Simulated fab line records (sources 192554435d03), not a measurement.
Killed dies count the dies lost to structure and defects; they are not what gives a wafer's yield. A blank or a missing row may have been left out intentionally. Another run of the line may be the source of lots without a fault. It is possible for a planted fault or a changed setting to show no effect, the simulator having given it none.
Which tool did it?    flow n5_finfet    at 1 step of a route of 1938, 6 lots with 17 wafers sampled

WHAT EACH GAUGE READ, for each wafer
N5_BEOL_M9_CD_MEAS_28: target cd 70 nm.
lot   measured      on         cd_nm (nm)
L313  day 10 05:19  cd_sem-01  69.75 69.92 70.39
L312  day 10 11:35  cd_sem-03  69.87 69.56 69.86
L314  day 11 00:31  cd_sem-03  70.25 69.72 69.61
L317  day 11 17:11  cd_sem-01  70.01 69.98 69.84
L321  day 13 01:05  cd_sem-03  69.79 69.83 69.97
L333  day 15 14:50  cd_sem-03  69.68 69.43

TOOL THAT RAN EACH LOT (tool first, then ch and the chambers of the sampled wafers, then the start)
No process step before these readings appears in the record.

THE ANSWER, worked out from the rows above alone
Rule: the lots themselves supply what counts as usual. Put in order of their means at a reading, lots are off if they are a third of the lots or fewer, leave a main group of 4 or more, and stand apart from it by a gap of 3 or more times the standard deviation of the main group's means; of several such gaps the widest counts. A main group is skipped when, at the precision printed for the reading in the tables above, its means are all equal. A lot without any number at a reading at which 4 lots or more have one is off too. All remaining lots with rows at the step are treated as sound.
Nothing can be told from this: no lot is off at any reading shown.

WHAT WAS PUT IN BY THE SIMULATOR
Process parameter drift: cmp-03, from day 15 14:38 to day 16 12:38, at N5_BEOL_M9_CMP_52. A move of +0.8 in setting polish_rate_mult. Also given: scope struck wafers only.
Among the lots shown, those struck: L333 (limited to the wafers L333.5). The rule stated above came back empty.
